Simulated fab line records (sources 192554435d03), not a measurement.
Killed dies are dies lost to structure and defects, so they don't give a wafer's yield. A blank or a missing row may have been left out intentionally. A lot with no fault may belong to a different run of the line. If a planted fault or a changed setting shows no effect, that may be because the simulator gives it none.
Split-lot study    flow n5Finfet    21 wafers read across 7 lots, on a route 1938 steps long

## SPLIT DETAILS
At N5_BEOL_M3_COAT_73 (time 60 s, resist thk 5 nm), the setting spinRpm was moved away from the recipe's 1500 rpm on 5 of the 21 wafers read, by -8.2% to +10.0%. For the rest of the wafers, this setting stayed at what the recipe calls for.

## FROM THE SPLIT TO THE READING: what the file shows between them, 7 steps
- N5_BEOL_M3_COAT_05: resist thk 30 nm (also split here: spinRpm)
- N5_BEOL_M3_EBR_07
- N5_BEOL_M3_SOFTBAKE_06: time 60 s
- N5_BEOL_M3_EXPOSE_08: exposes mask M3
- N5_BEOL_M3_PEB_09: peb time 60 s
- N5_BEOL_M3_DEVELOP_10: develop time 30 s
- N5_BEOL_M3_DESCUM_16: chemistry O2, time 7 s

## THE READING
etch.depthNm (the simulator's own value, which no gauge read), in nm, at N5_BEOL_M3_ETCH_74 (etches underlayer in N2/H2, target depth 6.5 nm, time 5.2 s). The file gives no usual value for it. Across the 16 wafers here that went through the recipe, the average is 5.004 nm and the standard deviation 0.01 nm.

wafer   tool, chamber at the split  spinRpm as run, rpm  against the recipe  etch.depthNm, nm  against lot-mates on the recipe
L074.1  lithoTrack-03, 0            1500                 recipe              5.002             -
L074.5  lithoTrack-03, 0            1500                 recipe              5.002             -
L074.2  lithoTrack-03, 0            1500                 recipe              4.993             -
L078.1  lithoTrack-03, 0            1500                 recipe              4.991             -
L078.3  lithoTrack-03, 0            1377                 -8.2%               5.218             +0.227
L078.4  lithoTrack-03, 0            1377                 -8.2%               5.237             +0.246
L079.1  lithoTrack-05, 0            1500                 recipe              4.985             -
L079.2  lithoTrack-05, 0            1544                 +2.9%               4.925             -0.064
L079.6  lithoTrack-05, 0            1500                 recipe              4.993             -
L080.4  lithoTrack-05, 0            1650                 +10.0%              4.78              -0.229
L080.5  lithoTrack-05, 0            1500                 recipe              5.011             -
L080.6  lithoTrack-05, 0            1500                 recipe              5.007             -
L084.2  lithoTrack-01, 0            1500                 recipe              5.006             -
L084.3  lithoTrack-01, 0            1500                 recipe              5.018             -
L084.4  lithoTrack-01, 0            1500                 recipe              4.995             -
L089.2  lithoTrack-03, 0            1500                 recipe              5.017             -
L089.3  lithoTrack-03, 0            1500                 recipe              5.02              -
L089.4  lithoTrack-03, 0            1500                 recipe              5.013             -
L091.1  lithoTrack-03, 0            1588                 +5.9%               4.858             -0.146
L091.2  lithoTrack-03, 0            1500                 recipe              4.998             -
L091.6  lithoTrack-03, 0            1500                 recipe              5.009             -

FIT RESULTS
A straight line over all 21 wafers: etch.depthNm changes by -0.0252 nm for each +1% of spinRpm; r = -0.99; the points scatter about the line by 0.013 nm.
The same after taking each lot's own level away (the mean of its wafers on the recipe; 21 wafers): -0.026 nm for each +1%; r = -0.99; scatter 0.011 nm.
According to that fit, moving spinRpm by its largest amount changes the reading by 0.26 nm.
The span of the lots' own levels, 4.9890 to 5.0167 nm, comes to 2.7 times the standard deviation stated above.
Hence the lot-to-lot level has little effect on the slope; both slopes agree.
Check: for one of the wafers moved furthest among these (+10.0%), held out of the fit, the line's prediction against its lot-mates is -0.273 nm. Against them it came out at -0.229 nm.

## OTHER SPLITS ON THESE WAFERS
Note: prior to the reading, these wafers also went through further splits. Each is held against what the fit with the lots' levels taken away leaves over:
other split on the same wafers          wafers away from the commonest value  r with etch.depthNm (lot level and that fit taken away)
N5_ILD0_ALD_15 aldCycles                6                                     -0.17
N5_GATE_CUT_ETCH_58 timeS               7                                     -0.22
N5_GATE_CUT_COAT_27 spinRpm             4                                     +0.21
N5_GATE_CUT_COAT_07 spinRpm             4                                     -0.14
N5_MOL_CONTACT_COAG_VIA_ETCH_117 biasW  7                                     +0.02
N5_BEOL_M0_CUTY_COAT_51 spinRpm         4                                     -0.03
N5_BEOL_M0_CUTY_ETCH_63 sourceW         7                                     -0.10
N5_BEOL_M1_DESCUM_33 timeS              9                                     +0.09
N5_BEOL_M1_DEP_57 timeS                 6                                     -0.20
N5_BEOL_M2_COAT_05 spinRpm              10                                    +0.12
N5_BEOL_M3_COAT_05 spinRpm              9                                     +0.37

## FILE'S OWN FIT
etch.depthNm changes by -0.0251 nm for each +1% of spinRpm, r = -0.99.
